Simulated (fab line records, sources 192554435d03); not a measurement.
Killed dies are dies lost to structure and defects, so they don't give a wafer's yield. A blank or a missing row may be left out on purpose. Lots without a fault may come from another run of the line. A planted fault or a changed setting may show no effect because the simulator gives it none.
Which tool did it? | flow n5_finfet | 12 lots, 36 wafers sampled, at 1 step of a route of 1938

WHAT THE GAUGES READ, wafer by wafer
N5_FIN_CUT_CD_MEAS_08: target cd 29.1 nm.
lot  | measured    | on        | cd_nm (nm)
L075 | day 2 10:48 | cd_sem-03 | 28.68 28.99 29.30
L077 | day 2 21:14 | cd_sem-01 | 29.07 28.68 29.35
L079 | day 3 10:31 | cd_sem-02 | 28.75 29.21 29.17
L081 | day 3 20:58 | cd_sem-02 | 29.38 29.03 29.50
L083 | day 4 08:50 | cd_sem-03 | 29.26 29.26 29.02
L085 | day 4 21:54 | cd_sem-02 | 28.85 28.72 29.10
L087 | day 5 10:46 | cd_sem-02 | 28.76 29.47 29.45
L089 | day 5 21:35 | cd_sem-02 | 29.38 28.91 29.28
L091 | day 6 08:16 | cd_sem-03 | 29.31 29.10 29.40
L093 | day 6 21:53 | cd_sem-01 | 28.70 29.07 28.54
L095 | day 7 10:19 | cd_sem-03 | 28.88 28.85 29.32
L097 | day 7 22:16 | cd_sem-03 | 28.97 29.04 29.03

WHICH TOOL RAN EACH LOT (tool, then ch and the chambers of the sampled wafers, then the start)
The record holds no process step before these readings.

THE ANSWER, worked out from the rows above alone
Rule: what is usual is taken from the lots themselves. Put in order of their means at a reading, lots are off if they are a third of the lots or fewer, leave a main group of 4 or more, and stand apart from it by a gap of 3 or more times the standard deviation of the main group's means; of several such gaps the widest counts. A main group whose means are all the same, to the digits that the tables above print for the reading, isn't used. A lot without any number at a reading at which 4 lots or more have one is off too. The other lots that the step has rows for count as sound.
No lot is off at any reading shown: from this, nothing can be told.

WHAT THE SIMULATOR HAD PUT IN
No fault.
